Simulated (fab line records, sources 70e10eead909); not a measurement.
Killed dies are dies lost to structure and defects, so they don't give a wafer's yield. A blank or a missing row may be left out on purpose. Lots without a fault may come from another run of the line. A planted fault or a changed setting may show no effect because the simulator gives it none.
Chamber matching | flow nand_harc | NHARC_P_M2_CMP_23 on cmp-02: 4 sister chambers
The step polishes, t overpolish 20 s, target thk 144.3 nm. 22 wafers are shown with their chamber, then 11 later ones without.

WAFERS WITH THEIR CHAMBER
wafer  | chamber | motor_current_A (A) | slurry_flow_ml_min | time_to_endpoint_s (s)
L077.1 | 2       | 12.1                | 149.6              | 22.8
L077.2 | 3       | 13.0                | 149.5              | 24.1
L077.3 | 1       | 11.3                | 150.3              | 27.5
L078.1 | 2       | 12.3                | 149.7              | 24.1
L078.4 | 1       | 11.7                | 150.1              | 25.3
L078.5 | 3       | 12.8                | 150.0              | 23.5
L080.1 | 0       | 11.6                | 149.8              | 33.2
L080.2 | 3       | 13.1                | 150.1              | 30.3
L080.4 | 2       | 12.2                | 149.1              | 28.3
L081.2 | 2       | 12.4                | 150.1              | 26.8
L081.3 | 1       | 11.6                | 150.6              | 30.1
L081.6 | 3       | 13.4                | 150.1              | 26.0
L082.2 | 1       | 11.9                | 150.5              | 25.7
L082.5 | 1       | 11.8                | 151.1              | 25.5
L082.6 | 0       | 11.7                | 149.2              | 26.7
L085.2 | 1       | 11.0                | 149.9              | 25.9
L085.3 | 3       | 12.5                | 149.7              | 27.1
L085.4 | 0       | 11.4                | 149.8              | 31.7
L089.1 | 0       | 11.5                | 149.8              | 30.5
L089.2 | 3       | 13.4                | 149.6              | 27.7
L089.4 | 1       | 11.1                | 150.0              | 29.1
L090.2 | 1       | 11.2                | 150.4              | 24.7

SIGNATURES (means of the wafers above)
reading            | chamber 0 | chamber 1 | chamber 2 | chamber 3 | scatter within a chamber
motor_current_A    | 11.550    | 11.450    | 12.250    | 13.033    | 0.292
slurry_flow_ml_min | 149.650   | 150.363   | 149.625   | 149.833   | 0.347
time_to_endpoint_s | 30.525    | 26.725    | 25.500    | 26.450    | 2.36
Rule: a wafer's distance from a chamber is the root of the sum, over the readings, of the square of ((its reading less the chamber's mean) divided by the reading's scatter). The wafer belongs to the nearest chamber; if the next one is less than 2 further off, it can't be placed. The scatter: the root of (the sum of the squares of (reading less its chamber's mean) over the shown wafers, divided by (wafers less chambers)).

WAFERS WITHOUT THEIR CHAMBER
wafer  | motor_current_A (A) | slurry_flow_ml_min | time_to_endpoint_s (s)
L090.3 | 11.2                | 149.9              | 26.4
L090.6 | 12.8                | 150.4              | 25.8
L094.3 | 12.2                | 150.0              | 26.3
L094.4 | 12.4                | 150.0              | 25.2
L094.5 | 12.5                | 149.6              | 25.3
L096.3 | 13.6                | 150.7              | 24.1
L096.4 | 10.6                | 149.8              | 29.8
L096.5 | 12.8                | 149.4              | 27.3
L097.1 | 11.7                | 149.7              | 26.1
L097.4 | 11.8                | 150.3              | 26.4
L097.5 | 12.0                | 150.2              | 23.6

WHICH CHAMBER EACH WENT THROUGH
wafer  | from the rows above               | in truth
L090.3 | can't be placed: 1 or 0           | 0
L090.6 | can't be placed: 3 or 2           | 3
L094.3 | can't be placed: 2 or 1 or 3 or 0 | 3
L094.4 | can't be placed: 2 or 3           | 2
L094.5 | can't be placed: 2 or 3           | 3
L096.3 | 3                                 | 3
L096.4 | can't be placed: 0 or 1           | 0
L096.5 | can't be placed: 3 or 2           | 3
L097.1 | can't be placed: 2 or 0 or 1      | 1
L097.4 | can't be placed: 1 or 2 or 0      | 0
L097.5 | can't be placed: 2 or 1 or 0 or 3 | 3
Placed correctly: 1 of 11. Can't be placed from these rows: 10 (the true chamber is among the candidates in 10). Placed wrongly: 0.
